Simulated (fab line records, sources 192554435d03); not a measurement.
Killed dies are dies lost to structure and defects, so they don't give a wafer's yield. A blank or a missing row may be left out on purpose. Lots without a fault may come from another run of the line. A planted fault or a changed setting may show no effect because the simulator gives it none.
fab line records | flow n5_finfet | part 2 of 2: steps 27 to 35 of 35
record lots=5 wafers=15 last_day=21
route steps=1938 shown BEOL_M14@1762 BEOL_M15@1773
lots that met no fault: from a run of the same line without faults
start_h: hours from the record's first day to the start of the lot's first wafer shown | wait_h: hours since the lot's step before | " the same as in the row above | L1.1+2: a row that stands for several wafers | - no value, or no start given | * or withheld: withheld | < > ~ a bound
route shown NAME@n: a module of which the file shows steps, and the number in the route of the first | usual: mean/standard deviation of fault-free wafers | same: alike in all rows | chamber/n: place in a boat | sites: the reading at each site | _std_site: their standard deviation | _edge_site: outer sites' mean less inner sites' | radius_mm: how far each site lies from the wafer's centre | mask NAME#n: copy n | behind: the tool/chamber that last shaped the wafer | hold: why the lot was held/for how many hours/how that ended | device: the transistor (n, p or np) that didn't switch | end of line: the same wafers' tests at the end of the route | a step without rows: its recipe alone | killed: dies lost to structure and defects at the first sort, not the wafer's yield | map: a wafer's dies, x killed, . not, _ none there
set.NAME: the setting as run; set.NAME@STEP: as run at that earlier step | model.NAME: the simulator's own value behind a step, which no gauge read
lots at some steps of the route; a table a step, a row a wafer
services: from which hour (start_h, from the record's first day; less than 0 if before it) a tool's chamber was out of use, for how many hours, and why
## steps
# step N5_BEOL_M15_VIA_ETCH_16
# recipe chemistry=C4F8/O2/Ar target=SiO2 he_inner_torr=15 he_outer_torr=30 target_depth_a=17922 time_s=withheld ion_energy_ev=800 pressure_mtorr=20 source_w=1905 bias_w=2040 Ar_flow_sccm=400 C4F8_flow_sccm=16 O2_flow_sccm=12 ends=cleared
# usual drypump_motor_current_A=5.7/0.41 oes_product_au=0.71/0.078 rf_vpp_V=2216/59 showerhead_plenum_p_Torr=3.46/0.12 throttle_valve_pct=30.9/0.46
# columns lot.wafer tool chamber start_h wait_h drypump_motor_current_A oes_product_au rf_vpp_V showerhead_plenum_p_Torr throttle_valve_pct
L074.1 rie_diel-03 2 361.37 0.0 6.0 0.61 2217 3.24 30.4
L074.2 " 3 " " 6.5 0.64 2240 3.47 31.0
L074.6 " 0 " " 5.2 0.77 2089 3.35 30.9
L075.2 rie_diel-02 3 361.51 0.0 5.4 0.71 2226 3.60 30.5
L075.3 " 0 " " 5.8 0.71 2194 3.36 31.3
L075.6 " 0 " " 5.8 0.70 2194 3.36 31.3
L078.2 rie_diel-06 2 370.85 0.0 5.8 0.61 2214 3.56 30.6
L078.3 " 1 " " 5.7 0.66 2208 3.33 31.8
L078.5 " 3 " " 5.4 0.78 2302 3.64 31.3
L081.3 rie_diel-02 3 386.12 0.0 5.4 0.70 2227 3.59 30.5
L081.4 " 3 " " 5.4 0.70 2225 3.60 30.5
L081.5 " 1 " " 4.8 0.67 2180 3.46 31.6
L097.1 rie_diel-03 0 490.38 0.0 5.2 0.72 2087 3.33 30.9
L097.4 " 2 " " 5.9 0.82 2252 3.63 30.1
L097.5 " 2 " " 6.0 0.81 2252 3.63 30.1
# step N5_BEOL_M15_STRIP_63
# recipe chemistry=O2 power_w=600 temp_c=60 pressure_mtorr=30 rf_frequency_hz=6e+07 bias_power_w=0 overash_fraction=0.3 o2_flow_sccm=225
# usual drypump_motor_current_A=5.7/0.41 oes_product_au=0.78/0.085 rf_vpp_V=3.6/0.75 showerhead_plenum_p_Torr=2.10/0.083 throttle_valve_pct=16.6/0.32
# columns lot.wafer tool chamber start_h wait_h drypump_motor_current_A oes_product_au rf_hours_counter_h rf_vpp_V showerhead_plenum_p_Torr throttle_valve_pct
L074.1 rie_diel-03 2 - - 6.0 0.67 249 3.6 1.97 16.5
L074.2 " 3 " " 6.5 0.69 185 4.2 2.09 16.7
L074.6 " 0 " " 5.3 0.87 - 2.9 2.03 16.6
L075.2 rie_diel-02 3 - - 5.4 0.78 94 3.5 2.22 16.5
L075.3 " 0 " " 5.8 0.77 127 3.7 2.00 16.7
L075.6 " 0 " " 5.8 0.77 - 2.9 2.00 16.7
L078.2 rie_diel-06 2 - - 5.8 0.68 224 2.7 2.13 16.3
L078.3 " 1 " " 5.6 0.73 194 3.4 2.01 17.2
L078.5 " 3 " " 5.4 0.85 - 5.1 2.19 16.7
L081.3 rie_diel-02 3 - - 5.4 0.77 106 2.6 2.21 16.5
L081.4 " 3 " " 5.4 0.77 - 4.3 2.21 16.5
L081.5 " 1 " " 4.8 0.73 - 3.0 2.11 17.1
L097.1 rie_diel-03 0 - - 5.2 0.79 86 3.3 2.02 16.7
L097.4 " 2 " " 6.0 0.89 26 5.1 2.23 16.0
L097.5 " 2 " " 6.0 0.89 - 3.7 2.23 16.1
# step N5_BEOL_M15_STRIP_64
# recipe chemistry=O2 power_w=600 temp_c=60 pressure_mtorr=30 rf_frequency_hz=6e+07 bias_power_w=0 overash_fraction=0.3 o2_flow_sccm=225
# usual drypump_motor_current_A=5.7/0.41 oes_product_au=0.78/0.086 rf_vpp_V=3.7/0.51 showerhead_plenum_p_Torr=2.10/0.083 throttle_valve_pct=16.6/0.32
# columns lot.wafer tool chamber start_h wait_h drypump_motor_current_A oes_product_au rf_hours_counter_h rf_vpp_V showerhead_plenum_p_Torr throttle_valve_pct
L074.1 rie_diel-03 2 - - 6.0 0.67 249 4.1 1.97 16.5
L074.2 " 3 " " 6.5 0.69 185 3.8 2.09 16.7
L074.6 " 0 " " 5.2 0.86 - 3.1 2.03 16.6
L075.2 rie_diel-02 3 - - 5.4 0.78 94 4.0 2.22 16.5
L075.3 " 0 " " 5.8 0.77 127 3.3 2.00 16.7
L075.6 " 0 " " 5.8 0.77 - 3.6 2.00 16.7
L078.2 rie_diel-06 2 - - 5.8 0.67 224 4.1 2.13 16.3
L078.3 " 1 " " 5.6 0.73 194 3.8 2.01 17.2
L078.5 " 3 " " 5.4 0.85 - 3.9 2.19 16.7
L081.3 rie_diel-02 3 - - 5.4 0.77 106 4.0 2.21 16.5
L081.4 " 3 " " 5.4 0.77 - 3.7 2.21 16.5
L081.5 " 1 " " 4.9 0.73 - 2.2 2.11 17.1
L097.1 rie_diel-03 0 - - 5.2 0.80 86 4.2 2.02 16.7
L097.4 " 2 " " 6.0 0.89 26 3.8 2.23 16.0
L097.5 " 2 " " 6.0 0.89 - 3.3 2.23 16.0
# step N5_BEOL_M15_STRIP_65
# recipe chemistry=post_etch_residue_remover time_s=60 temp_c=25 remover_ph=withheld remover_water_wt_pct=withheld remover_fluoride_wt_pct=withheld
# columns lot.wafer tool chamber start_h wait_h
L074.1+2+6 wet_bench-02 5,4,3 361.72 -
L075.2+3+6 wet_bench-05 6,1,2 361.86 -
L078.2+3+5 wet_bench-05 7,2,0 371.20 -
L081.3+4+5 wet_bench-03 1,3,2 386.47 -
L097.1+4+5 wet_bench-03 0,5,4 490.74 -
# step N5_BEOL_M15_SRD_66
# recipe time_s=30 temp_c=23 rinse_liquid=diw dry=n2_spin spin_rpm=1500 dry_time_s=30
# columns lot.wafer tool chamber start_h wait_h
L074.1+2+6 wet_bench-02 5,4,3 361.74 0.0
L075.2+3+6 wet_bench-05 6,1,2 361.88 0.0
L078.2+3+5 wet_bench-05 7,2,0 371.22 0.0
L081.3+4+5 wet_bench-03 1,3,2 386.49 0.0
L097.1+4+5 wet_bench-03 0,5,4 490.76 0.0
# step N5_BEOL_M15_CD_MEAS_17
# recipe target_cd_nm=360 polarity=opening
# usual cd_nm=360/3.1
# columns lot.wafer tool chamber start_h wait_h cd_nm
L074.1 cd_sem-01 - 361.78 0.0 362
L074.2 " - " " 363
L074.6 " - " " 360
L075.2 cd_sem-02 - 361.92 0.0 361
L075.3 " - " " 361
L075.6 " - " " 358
L078.2 cd_sem-02 - 371.26 0.0 357
L078.3 " - " " 362
L078.5 " - " " 359
L081.3 cd_sem-01 - 386.53 0.0 362
L081.4 " - " " 364
L081.5 " - " " 366
L097.1 cd_sem-01 - 490.80 0.0 356
L097.4 " - " " 361
L097.5 " - " " 359
# step N5_BEOL_M15_COAT_56
# recipe resist=SOC temp_c=250 time_s=60 spin_rpm=1500 resist_thk_nm=550
# columns lot.wafer tool chamber start_h wait_h
L074.1+2+6 litho_track-02 0 361.81 0.0
L075.2+3+6 litho_track-05 0 361.96 0.0
L078.2+3+5 litho_track-02 0 371.30 0.0
L081.3+4+5 litho_track-01 0 386.57 0.0
L097.1+4+5 litho_track-05 0 490.83 0.0
# step N5_BEOL_M15_ETCH_57
# recipe chemistry=N2/H2 target=SOC source_w=3000 bias_w=350 time_s=750 ion_energy_ev=200 pressure_mtorr=30 n2_flow_sccm=200 h2_flow_sccm=200
# usual drypump_motor_current_A=5.6/0.36 oes_product_au=0.79/0.084 rf_vpp_V=524/3.2 showerhead_plenum_p_Torr=2.54/0.12 throttle_valve_pct=17.7/0.32
# columns lot.wafer tool chamber start_h wait_h drypump_motor_current_A oes_product_au rf_hours_counter_h rf_vpp_V showerhead_plenum_p_Torr throttle_valve_pct
L074.1 rie_diel-06 2 361.88 - 5.8 0.68 222 526 2.62 17.5
L074.2 " 0 " " 5.7 0.87 62 523 2.47 17.3
L074.6 " 3 " " 5.4 0.86 - 529 2.71 18.1
L075.2 rie_diel-03 2 362.24 - 6.0 0.66 249 520 2.40 17.6
L075.3 " 0 " " 5.3 0.85 45 522 2.47 17.6
L075.6 " 3 " " 6.5 0.70 - 524 2.52 17.7
L078.2 rie_diel-06 2 371.42 - 5.8 0.68 225 527 2.62 17.5
L078.3 " 0 " " 5.7 0.87 65 523 2.46 17.3
L078.5 " 3 " " 5.4 0.87 - 529 2.70 18.1
L081.3 rie_diel-06 0 386.68 - 5.7 0.87 71 523 2.46 17.3
L081.4 " 3 " " 5.4 0.86 57 527 2.70 18.1
L081.5 " 2 " " 5.8 0.68 - 525 2.61 17.5
L097.1 rie_diel-06 0 490.90 - 5.7 0.82 100 521 2.45 17.4
L097.4 " 1 " " 5.7 0.70 228 520 2.38 18.1
L097.5 " 3 " " 5.4 0.82 - 528 2.69 18.2
# step N5_BEOL_M15_COAT_60
# recipe resist=BARC temp_c=205 time_s=60 spin_rpm=1500 resist_thk_nm=89
# columns lot.wafer tool chamber start_h wait_h
L074.1+2+6 litho_track-05 0 362.38 0.3
L075.2+3+6 litho_track-05 0 362.74 0.3
L078.2+3+5 litho_track-01 0 371.92 0.3
L081.3+4+5 litho_track-02 0 387.18 0.3
L097.1+4+5 litho_track-02 0 491.40 0.3
## services
# columns tool chamber start_h hours kind
rie_diel-06 2 340.34 7.7 repair
cmp-03 - 340.41 4.6 repair
ecd_cu-01 - 344.28 2.2 repair
pecvd-02 2 355.98 11.3 repair
rie_diel-02 1 357.58 23.7 repair
rie_diel-02 - 358.10 0.8 repair
pecvd-04 - 364.73 5.5 pm
pecvd-01 - 371.26 1.8 repair
cmp-03 - 372.88 3.3 repair
krf_scanner-02 - 385.11 1.0 pm
cmp-02 - 395.74 0.8 repair
krf_scanner-02 - 405.08 0.3 repair
pecvd-04 0 414.13 6.0 repair
pecvd-01 - 415.89 5.5 pm
krf_scanner-02 - 418.84 0.8 pm
pvd_sputter-01 - 426.95 3.4 repair
cmp-02 - 427.15 0.5 repair
krf_scanner-02 - 431.92 1.3 pm
cmp-03 - 454.68 1.9 repair
rie_diel-03 1 455.53 2.6 repair
pecvd-04 - 460.11 6.0 pm
rie_diel-03 2 474.60 14.4 repair
pecvd-02 1 486.81 7.4 repair
pecvd-01 2 487.48 6.7 repair
